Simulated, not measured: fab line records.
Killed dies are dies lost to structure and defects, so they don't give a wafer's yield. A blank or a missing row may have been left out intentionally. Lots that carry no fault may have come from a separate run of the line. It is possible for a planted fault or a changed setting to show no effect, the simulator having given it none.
Which of the tools did it? || flow n5-finfet || at 1 step of a route of 1938, 6 lots with 14 wafers sampled

WHAT THE GAUGES READ, wafer by wafer
N5_BEOL_M9_RS_MEAS_57: uses a four-point probe to measure.
{"lot": "L611", "measured": "day 10 00:54", "on": "film-metro-01", "M9_RS (ohm/sq)": "0.151 0.149"}
{"lot": "L616", "measured": "day 11 20:55", "on": "film-metro-01", "M9_RS (ohm/sq)": "0.155 0.151 0.155"}
{"lot": "L618", "measured": "day 12 05:12", "on": "film-metro-01", "M9_RS (ohm/sq)": "0.155 0.152 0.156"}
{"lot": "L622", "measured": "day 13 05:15", "on": "film-metro-02", "M9_RS (ohm/sq)": "0.151 0.148"}
{"lot": "L629", "measured": "day 15 00:53", "on": "film-metro-01", "M9_RS (ohm/sq)": "0.156 0.153"}
{"lot": "L632", "measured": "day 15 17:29", "on": "film-metro-02", "M9_RS (ohm/sq)": "0.152 0.150"}

EACH LOT AND THE TOOL THAT RAN IT (in order: tool; ch and the chambers of the sampled wafers; start)
No process step before these readings appears in the record.

THE ANSWER, worked out from the rows above alone
Rule: what is usual is taken from the lots themselves. Put in order of their means at a reading, lots are off if they are a third of the lots or fewer, leave a main group of 4 or more, and stand apart from it by a gap of 3 or more times the standard deviation of the main group's means; of several such gaps the widest counts. Not used: any main group whose means are identical at the precision the tables above print for the reading. Also off: a lot with no number at a reading for which 4 or more lots have one. All remaining lots with rows at the step are treated as sound.
Nothing can be told from this: no lot is off at any reading shown.

WHAT WAS PUT IN BY THE SIMULATOR
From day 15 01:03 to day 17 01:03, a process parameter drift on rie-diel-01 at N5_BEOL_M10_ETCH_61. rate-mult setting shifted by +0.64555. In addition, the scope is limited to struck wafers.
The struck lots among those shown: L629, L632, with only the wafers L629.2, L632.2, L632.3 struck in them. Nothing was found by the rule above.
